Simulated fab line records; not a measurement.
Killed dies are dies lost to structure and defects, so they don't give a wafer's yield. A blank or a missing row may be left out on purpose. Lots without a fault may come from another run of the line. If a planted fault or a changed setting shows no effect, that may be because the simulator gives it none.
Problem report, 8D (eight disciplines) form, completed by code    flow n5 finfet    the parts of the form that need people (team, actions taken, sign-off) are left out

1. THE ISSUE
trench depth nm at N5_BEOL_M12_OCD_MEAS_35 reads a mean of 240 nm on 2 wafers of 2 lots; wafers without a fault read 319 nm with a standard deviation of 5.3. Relative to the usual mean, that is a shift of -15 standard deviations.
Seen first at day 13 13:29 on ocd-02, wafer L310.6. The record has a number at this step for 25 wafers belonging to 9 lots. Rule for "out" (also "out of limits"): further than 4 standard deviations from the usual mean. The other wafers with a number count as sound.

2. WHAT THIS IS AND IS NOT
question                     is                 is not
which readings at this step  trench depth nm    -
which lots                   L309, L310         L303, L304, L318, L320, L321, L322, L324
which wafers of those lots   L309.3, L310.6     L309.5, L310.5
read on which gauges         ocd-01, ocd-02     -
when                         from day 13 13:29  up to then (7 sound wafers); but 16 sound wafers of L309, L318, L320, L321, L322, L324 came after

3. SUSPECTS, AND WHAT RULES EACH OUT
Counting: a tool at a process step up to the reading stays a suspect if it ran every lot that is out. Sound lots after the first of them don't rule it out here, since some wafers of a struck lot are sound.
- ruled out: the gauge at N5_BEOL_M12_OCD_MEAS_35. 2 gauges (ocd-01, ocd-02) read the wafers that are out.
- rie diel-06 at N5_BEOL_M12_ETCH_59 (etches BARC in N2/H2, target depth 89 nm, overetch 26.7 nm, time 67.9 s): kept. It ran every lot that is out, first L310 (day 13 11:05); its last sound lot up to then is L304 (day 12 14:31).
- rie diel-06 at N5_BEOL_M12_ETCH_68 (etches SOC in N2/H2, time 285 s): kept. It ran every lot that is out, first L310 (day 13 13:13); its last sound lot up to then is L303 (day 11 16:44).
- rie diel-06 at N5_BEOL_M12_TRENCH_ETCH_34 (etches SiOC in C4F8/O2/Ar, target depth 318.95 nm, time 125.5 s): kept. It ran every lot that is out, first L310 (day 13 13:23); its last sound lot up to then is L303 (day 11 16:56).
- Within rie diel-06 at N5_BEOL_M12_ETCH_68: the wafers that are out ran in chambers 0, 1; their sound lot-mates ran in chamber 2.
- Within rie diel-06 at N5_BEOL_M12_TRENCH_ETCH_34: the wafers that are out ran in chambers 0, 1; their sound lot-mates ran in chamber 2.
The count leaves rie diel-06 at N5_BEOL_M12_ETCH_59, rie diel-06 at N5_BEOL_M12_ETCH_68, and rie diel-06 at N5_BEOL_M12_TRENCH_ETCH_34.

4. THE CAUSE (what the simulator had put in)
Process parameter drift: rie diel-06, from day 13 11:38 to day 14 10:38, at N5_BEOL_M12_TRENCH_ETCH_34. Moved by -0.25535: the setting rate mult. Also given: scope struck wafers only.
Of the 3 suspects that counting leaves, this tool is one.

5. SEQUENCE OF EFFECTS, ordered by route
Each row: a reading where the mean over the struck wafers with a number is more than 3 standard deviations away from the usual. Readings are gone through only where the record gives a usual standard deviation; hours: the median, over the lots, of the time from a lot's start at the first step in this table giving one to that lot's start at this step; sigmas: the change measured in usual standard deviations.
hours  step                     reading          usual          on struck wafers  change   sigmas
0      N5_BEOL_M12_OCD_MEAS_35  trench depth nm  319 nm         240               -79      -15
2      N5_BEOL_M12_THK_MEAS_50  M12_THK          317 nm         240               -78      -15
2      N5_BEOL_M12_RS_MEAS_54   M12_RS           0.0600 ohm/sq  0.0809            +0.0209  +19
Later measuring or inspecting steps at which every struck wafer that the step has a row for has a number for every such reading, and none has moved that far: N5_BEOL_M12_INSPECT_55.

6. WHAT WOULD HAVE CAUGHT IT SOONER
The first out-of-limits reading at a measuring or inspecting step in this record came at day 13 13:29, 2 hours after the fault's start at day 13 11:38.
No tool reading at N5_BEOL_M12_TRENCH_ETCH_34 that has a usual standard deviation in the record was out on any struck wafer, so an alarm limit of 4 standard deviations on those readings would not have fired.
Among the 2 lots that are out, L309 began N5_BEOL_M12_TRENCH_ETCH_34 on rie diel-06 after day 13 13:29. A hold on the tool at that time would have spared it.
